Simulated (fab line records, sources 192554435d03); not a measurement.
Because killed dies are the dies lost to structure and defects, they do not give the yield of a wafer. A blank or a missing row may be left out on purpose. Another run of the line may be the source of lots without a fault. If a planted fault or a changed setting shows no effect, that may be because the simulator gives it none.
Chamber matching + flow n5-finfet + N5_BEOL_M11_STRIP_36 on rie-diel-05 has 4 sister chambers
The step strips in N2/H2. 4 wafers are shown with their chamber, then 8 later ones without.

## EACH WAFER AND ITS CHAMBER
| wafer  | chamber | drypump-motor-current-A (A) |
|--------|---------|-----------------------------|
| L088.1 | 0       | 6.3                         |
| L090.3 | 3       | 6.1                         |
| L090.4 | 2       | 6.3                         |
| L094.1 | 1       | 5.8                         |

## WAFERS MISSING THEIR CHAMBER
| wafer  | drypump-motor-current-A (A) |
|--------|-----------------------------|
| L094.2 | 6.1                         |
| L094.5 | 6.3                         |
| L097.1 | 5.9                         |
| L097.2 | 6.3                         |
| L097.3 | 6.3                         |
| L097.4 | 6.3                         |
| L097.5 | 6.4                         |
| L097.6 | 5.8                         |

## CHAMBER TAKEN BY EACH
| wafer  | from the rows above     | in truth |
|--------|-------------------------|----------|
| L094.2 | 3                       | 3        |
| L094.5 | can't be placed: 0 or 2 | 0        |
| L097.1 | can't be placed: 1 or 3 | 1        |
| L097.2 | can't be placed: 0 or 2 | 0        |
| L097.3 | can't be placed: 0 or 2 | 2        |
| L097.4 | can't be placed: 0 or 2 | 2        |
| L097.5 | can't be placed: 0 or 2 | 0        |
| L097.6 | 1                       | 1        |
2 of 8 placed correctly. From these rows, 6 cannot be placed; in 6 the true chamber is one of the candidates. Number placed wrongly: 0.
How it was worked out, from the rows above alone: a wafer's distance from a chamber is the root of the sum, over the readings, of the square of ((its reading less the chamber's mean) divided by the reading's scatter). The wafer belongs to the nearest chamber; if the next one is less than 2 further off, it can't be placed. Each chamber's mean is taken over the wafers shown for it. The scatter (one wafer shown for each chamber): square how far every hidden wafer sits from the nearest shown wafer, average those squares and take the square root.
